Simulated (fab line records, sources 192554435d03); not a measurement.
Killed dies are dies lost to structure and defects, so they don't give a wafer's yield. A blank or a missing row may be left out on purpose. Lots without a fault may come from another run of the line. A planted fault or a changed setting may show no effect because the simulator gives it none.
Chamber matching | flow n5_finfet | N5_BEOL_M3_CO_CAP_55 on cvd_co-02: 3 sister chambers
The step material Co, precursor CCTBA/H2, target thk 2 nm, time 102.1 s. 3 wafers are shown with their chamber, then 11 later ones without.

WAFERS WITH THEIR CHAMBER
wafer  | chamber | heater_power_w (W)
L090.3 | 0       | 297
L090.5 | 1       | 197
L092.1 | 2       | 239

WAFERS WITHOUT THEIR CHAMBER
wafer  | heater_power_w (W)
L092.2 | 291
L092.5 | 299
L095.1 | 294
L095.3 | 193
L095.4 | 294
L096.1 | 291
L096.2 | 198
L096.3 | 234
L097.1 | 195
L097.4 | 197
L097.5 | 233

WHICH CHAMBER EACH WENT THROUGH
wafer  | from the rows above | in truth
L092.2 | 0                   | 0
L092.5 | 0                   | 0
L095.1 | 0                   | 0
L095.3 | 1                   | 1
L095.4 | 0                   | 0
L096.1 | 0                   | 0
L096.2 | 1                   | 1
L096.3 | 2                   | 2
L097.1 | 1                   | 1
L097.4 | 1                   | 1
L097.5 | 2                   | 2
Placed correctly: 11 of 11. Can't be placed from these rows: 0. Placed wrongly: 0.
How it was worked out, from the rows above alone: a wafer's distance from a chamber is the root of the sum, over the readings, of the square of ((its reading less the chamber's mean) divided by the reading's scatter). The wafer belongs to the nearest chamber; if the next one is less than 2 further off, it can't be placed. A chamber's mean is the mean of its shown wafers. The scatter: with one shown wafer a chamber, the root of the mean of the squares of how far each hidden wafer lies from its nearest shown one.
